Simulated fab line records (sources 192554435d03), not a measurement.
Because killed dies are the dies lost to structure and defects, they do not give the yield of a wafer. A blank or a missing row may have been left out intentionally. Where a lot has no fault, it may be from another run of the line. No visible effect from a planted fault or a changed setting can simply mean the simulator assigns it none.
What tool caused it? / flow n5Finfet / 35 wafers from 13 lots sampled at 3 of the route's 1938 steps

## WHAT EACH GAUGE READ, for each wafer
N5_STI_FIN_REVEAL_FIN_H_MEAS_10. Usual: trenchDepthNm at 52.2 nm, with a standard deviation of 1.
lot=L233; measured=day 2 12:46; on=ocd-02; trenchDepthNm (nm)=51.8 51.8 52.5; flag=
lot=L234; measured=day 2 21:19; on=ocd-02; trenchDepthNm (nm)=53.1 52.4 54.1; flag=
lot=L235; measured=day 3 02:20; on=ocd-01; trenchDepthNm (nm)=52.8 52.2 52.6; flag=
lot=L237; measured=day 3 13:48; on=ocd-02; trenchDepthNm (nm)=50.9 53.7; flag=
lot=L238; measured=day 3 19:32; on=ocd-01; trenchDepthNm (nm)=53.4 52.5; flag=
lot=L239; measured=day 4 00:47; on=ocd-02; trenchDepthNm (nm)=52.0 49.7; flag=
lot=L240; measured=day 4 09:42; on=ocd-01; trenchDepthNm (nm)=53.3 52.0; flag=
lot=L241; measured=day 4 14:22; on=ocd-02; trenchDepthNm (nm)=52.5 52.7 53.3; flag=
lot=L248; measured=day 6 06:55; on=ocd-02; trenchDepthNm (nm)=53.1 52.6 53.0; flag=
lot=L250; measured=day 6 18:36; on=ocd-02; trenchDepthNm (nm)=53.0 52.1 52.3; flag=
lot=L251; measured=day 7 00:35; on=ocd-02; trenchDepthNm (nm)=50.8 52.1 51.6; flag=
lot=L254; measured=day 7 20:16; on=ocd-01; trenchDepthNm (nm)=52.5 52.2 51.9; flag=
lot=L256; measured=day 8 10:10; on=ocd-01; trenchDepthNm (nm)=50.1 52.0 50.5; flag=

N5_DUMMY_GATE_CD_MEAS_24 targets a cd of 15 nm. Usual: cdNm at 15.1 nm, with a standard deviation of 0.49.
lot=L233; measured=day 3 01:07; on=cdSem-01; cdNm (nm)=14.8 14.4 15.2; flag=
lot=L234; measured=day 3 06:54; on=cdSem-01; cdNm (nm)=14.9 14.6 14.7; flag=
lot=L235; measured=day 3 12:19; on=cdSem-03; cdNm (nm)=15.8 15.0 14.2; flag=
lot=L237; measured=day 3 23:39; on=cdSem-01; cdNm (nm)=14.9 14.8; flag=
lot=L238; measured=day 4 05:20; on=cdSem-02; cdNm (nm)=14.2 14.9; flag=
lot=L239; measured=day 4 10:26; on=cdSem-01; cdNm (nm)=14.7 14.8; flag=
lot=L240; measured=day 4 20:41; on=cdSem-03; cdNm (nm)=15.4 15.0; flag=
lot=L241; measured=day 5 00:09; on=cdSem-03; cdNm (nm)=15.4 14.9 14.9; flag=
lot=L248; measured=day 6 16:29; on=cdSem-03; cdNm (nm)=14.0 15.1 15.2; flag=
lot=L250; measured=day 7 04:12; on=cdSem-02; cdNm (nm)=15.4 15.2 14.7; flag=
lot=L251; measured=day 7 10:10; on=cdSem-01; cdNm (nm)=15.0 15.8 14.6; flag=
lot=L254; measured=day 8 07:57; on=cdSem-03; cdNm (nm)=15.7 15.7 14.9; flag=
lot=L256; measured=day 8 19:52; on=cdSem-01; cdNm (nm)=15.0 15.3 14.8; flag=

## WHICH TOOL RAN EACH LOT (tool, then ch and the chambers of the sampled wafers, then the start)
lot=L233; N5_DUMMY_GATE_DESCUM_20=rieDiel-03 ch 1,2,3, day 3 00:14
lot=L234; N5_DUMMY_GATE_DESCUM_20=rieDiel-06 ch 1,3, day 3 06:01
lot=L235; N5_DUMMY_GATE_DESCUM_20=rieDiel-06 ch 0,1,2, day 3 11:14
lot=L237; N5_DUMMY_GATE_DESCUM_20=rieDiel-03 ch 0,1, day 3 22:46
lot=L238; N5_DUMMY_GATE_DESCUM_20=rieDiel-06 ch 1,3, day 4 04:22
lot=L239; N5_DUMMY_GATE_DESCUM_20=rieDiel-03 ch 0,2, day 4 09:34
lot=L240; N5_DUMMY_GATE_DESCUM_20=rieDiel-05 ch 2,3, day 4 19:50
lot=L241; N5_DUMMY_GATE_DESCUM_20=rieDiel-06 ch 0,1,2, day 4 23:12
lot=L248; N5_DUMMY_GATE_DESCUM_20=rieDiel-05 ch 0,2,3, day 6 15:37
lot=L250; N5_DUMMY_GATE_DESCUM_20=rieDiel-05 ch 0,1,3, day 7 03:19
lot=L251; N5_DUMMY_GATE_DESCUM_20=rieDiel-03 ch 0,1,3, day 7 09:18
lot=L254; N5_DUMMY_GATE_DESCUM_20=rieDiel-06 ch 0,1,2, day 8 07:06
lot=L256; N5_DUMMY_GATE_DESCUM_20=rieDiel-05 ch 0,1,2, day 8 19:00
- N5_DUMMY_GATE_DESCUM_20: chemistry O2, time 6.2 s.

## AS READ BY THE TOOLS THEMSELVES (means over the sampled wafers that have a number; for cases with no such wafer, the mark the record gives instead)
N5_DUMMY_GATE_DESCUM_20. Usual: drypumpMotorCurrentA 5.81 A, standard deviation 0.29; oesProductAu 0.78 a.u., standard deviation 0.08; rfVppV 242.5 V, standard deviation 1.2; showerheadPlenumPTorr 2.05 Torr, standard deviation 0.055; throttleValvePct 20.44 %, standard deviation 0.19.
lot=L233; tool=rieDiel-03; drypumpMotorCurrentA (A)=5.92; oesProductAu (a.u.)=0.77; rfVppV (V)=242.1; showerheadPlenumPTorr (Torr)=2.03; throttleValvePct (%)=20.35; flag=
lot=L234; tool=rieDiel-06; drypumpMotorCurrentA (A)=5.71; oesProductAu (a.u.)=0.79; rfVppV (V)=242.0; showerheadPlenumPTorr (Torr)=2.03; throttleValvePct (%)=20.39; flag=
lot=L235; tool=rieDiel-06; drypumpMotorCurrentA (A)=5.52; oesProductAu (a.u.)=0.81; rfVppV (V)=242.0; showerheadPlenumPTorr (Torr)=2.04; throttleValvePct (%)=20.51; flag=
lot=L237; tool=rieDiel-03; drypumpMotorCurrentA (A)=6.17; oesProductAu (a.u.)=0.74; rfVppV (V)=243.4; showerheadPlenumPTorr (Torr)=2.08; throttleValvePct (%)=20.46; flag=
lot=L238; tool=rieDiel-06; drypumpMotorCurrentA (A)=5.76; oesProductAu (a.u.)=0.79; rfVppV (V)=242.9; showerheadPlenumPTorr (Torr)=2.01; throttleValvePct (%)=20.36; flag=
lot=L239; tool=rieDiel-03; drypumpMotorCurrentA (A)=6.22; oesProductAu (a.u.)=0.70; rfVppV (V)=242.3; showerheadPlenumPTorr (Torr)=2.04; throttleValvePct (%)=20.55; flag=
lot=L240; tool=rieDiel-05; drypumpMotorCurrentA (A)=5.62; oesProductAu (a.u.)=0.80; rfVppV (V)=243.5; showerheadPlenumPTorr (Torr)=2.10; throttleValvePct (%)=20.44; flag=
lot=L241; tool=rieDiel-06; drypumpMotorCurrentA (A)=5.53; oesProductAu (a.u.)=0.80; rfVppV (V)=243.2; showerheadPlenumPTorr (Torr)=2.03; throttleValvePct (%)=20.52; flag=
lot=L248; tool=rieDiel-05; drypumpMotorCurrentA (A)=5.59; oesProductAu (a.u.)=0.87; rfVppV (V)=243.9; showerheadPlenumPTorr (Torr)=2.10; throttleValvePct (%)=20.45; flag=
lot=L250; tool=rieDiel-05; drypumpMotorCurrentA (A)=5.74; oesProductAu (a.u.)=0.86; rfVppV (V)=243.9; showerheadPlenumPTorr (Torr)=2.14; throttleValvePct (%)=20.50; flag=
lot=L251; tool=rieDiel-03; drypumpMotorCurrentA (A)=6.04; oesProductAu (a.u.)=0.84; rfVppV (V)=242.5; showerheadPlenumPTorr (Torr)=2.05; throttleValvePct (%)=20.40; flag=
lot=L254; tool=rieDiel-06; drypumpMotorCurrentA (A)=5.51; oesProductAu (a.u.)=0.77; rfVppV (V)=241.1; showerheadPlenumPTorr (Torr)=2.02; throttleValvePct (%)=20.56; flag=
lot=L256; tool=rieDiel-05; drypumpMotorCurrentA (A)=5.54; oesProductAu (a.u.)=0.80; rfVppV (V)=243.6; showerheadPlenumPTorr (Torr)=2.11; throttleValvePct (%)=20.39; flag=

## THE ANSWER, worked out from the rows above alone
Rule: a lot is off if the mean of its wafers that have a number lies more than 3 standard deviations from the usual mean. A lot without any number at a reading at which 4 lots or more have one is off too. All remaining lots with rows at the step are treated as sound. After the gauges, taken in route order, come the tools' own readings; for these a lot's mean is taken, as printed above. At the first step where some lot is off, the reading lying furthest off is the one used; lots without a number count as furthest.
No lot is off on any of the readings shown, so nothing can be concluded from this.

## WHAT THE SIMULATOR HAD INSERTED
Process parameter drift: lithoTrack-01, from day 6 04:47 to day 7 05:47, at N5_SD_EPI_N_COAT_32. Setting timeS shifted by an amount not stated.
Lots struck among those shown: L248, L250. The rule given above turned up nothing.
